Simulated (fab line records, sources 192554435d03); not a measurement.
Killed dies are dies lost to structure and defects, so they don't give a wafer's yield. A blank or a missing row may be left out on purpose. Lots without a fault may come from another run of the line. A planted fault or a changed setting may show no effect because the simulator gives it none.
A struck lot beside a sound one | flow n5_finfet | 15 steps out of a route of 1938
Sound: wafers L655.3, L655.4, L655.5. Struck: wafers L657.1, L657.3, L657.6. The cause comes at the end.
At each step with rows: each side's tool, then ch and its chambers, then its first start. Under that, the readings that differ: sound wafers | struck wafers | difference of the means | sigmas: that difference in standard deviations of wafers without a fault.
alike: readings whose means differ by less than 2 such deviations, and words and numbers that are the same on both sides. not compared: withheld readings, readings that some wafer has no value for, bounds like >300 that may hide the same value, and numbers for which the record gives no deviation and whose values overlap.
The two part at a step that has a row with sigmas, a row that says differs or no value, or rows on one side only. Numbers that don't overlap but have no deviation are shown without sigmas and don't part them. A reading that every wafer of one side lacks parts them only if that side has two wafers or more.

first, 11 steps without rows for these wafers: N5_PMOS_HMC_CHANNEL_EPI_DESCUM_14 (chemistry O2, time 7.9 s); N5_PMOS_HMC_CHANNEL_EPI_ETCH_32 (etches BARC in N2/H2, stops on SiO2, target depth 85.8 nm, time 50.3 s); N5_PMOS_HMC_CHANNEL_EPI_HM_OPEN_15 (chemistry CHF3/O2, target SiO2, target depth 40.6 nm, time 20.3 s); N5_PMOS_HMC_CHANNEL_EPI_STRIP_33 (strips in N2/H2); N5_PMOS_HMC_CHANNEL_EPI_STRIP_17 (strips in SPM, time 750 s); N5_PMOS_HMC_CHANNEL_EPI_ETCH_38 (etches SiO2 in CF4, target depth 1.5 nm); N5_PMOS_HMC_CHANNEL_EPI_FIN_RECESS_16 (chemistry HBr/Cl2, target Si, target depth 54 nm, time 18 s); N5_PMOS_HMC_CHANNEL_EPI_PRECLEAN_36 (cleans in O3/DIW, time 45 s); N5_PMOS_HMC_CHANNEL_EPI_PRECLEAN_18 (cleans in DHF, time 30 s); N5_PMOS_HMC_CHANNEL_EPI_SRD_19 (time 30 s); N5_PMOS_HMC_CHANNEL_EPI_EPI_20 (deposits SiGe30, target thk 59 nm).
N5_PMOS_HMC_CHANNEL_EPI_HM_STRIP_35: strips SiO2 in dHF, material SiO2, target depth 39.6 nm, time 216 s.
  sound on wet_bench-01 ch 1,4,6, day 3 19:40; struck on wet_bench-01 ch 3,4,5, day 4 07:13
  no value came back on the struck wafers for bath_heat_duty_pct (%), run_length_s (s); on the sound wafers bath_heat_duty_pct (%) reads 6.9 5.4 6.3
  reading                                                  | sound | struck            | difference | sigmas
  model.SiO2_of_PMOS_HMC_CHANNEL_EPI_HM_DEP_34.thk_nm (nm) | 0 0 0 | 24.55 24.28 24.89 | +24.57     |
then, 1 step without rows for these wafers: N5_PMOS_HMC_CHANNEL_EPI_SRD_39 (time 30 s).
N5_BEOL_M4_RC_MEAS_101:
  the record has rows for the sound wafers here (prober-01 ch 0, day 9 17:28) and none for the struck ones
-- the record jumps here: 10 days lie between the struck wafers' starts before and after (it left off in module BEOL_M4 and takes up again in module PASSIVATION, whose first step shown is number 1936 of the route) --
N5_PASSIVATION_PROBE_49:
  the record has rows for the struck wafers here (prober-01, day 14 12:34) and none for the sound ones

WHERE THEY PART
First at N5_PMOS_HMC_CHANNEL_EPI_HM_STRIP_35; last, within this record, at N5_PASSIVATION_PROBE_49.

WHY: what the simulator had put in
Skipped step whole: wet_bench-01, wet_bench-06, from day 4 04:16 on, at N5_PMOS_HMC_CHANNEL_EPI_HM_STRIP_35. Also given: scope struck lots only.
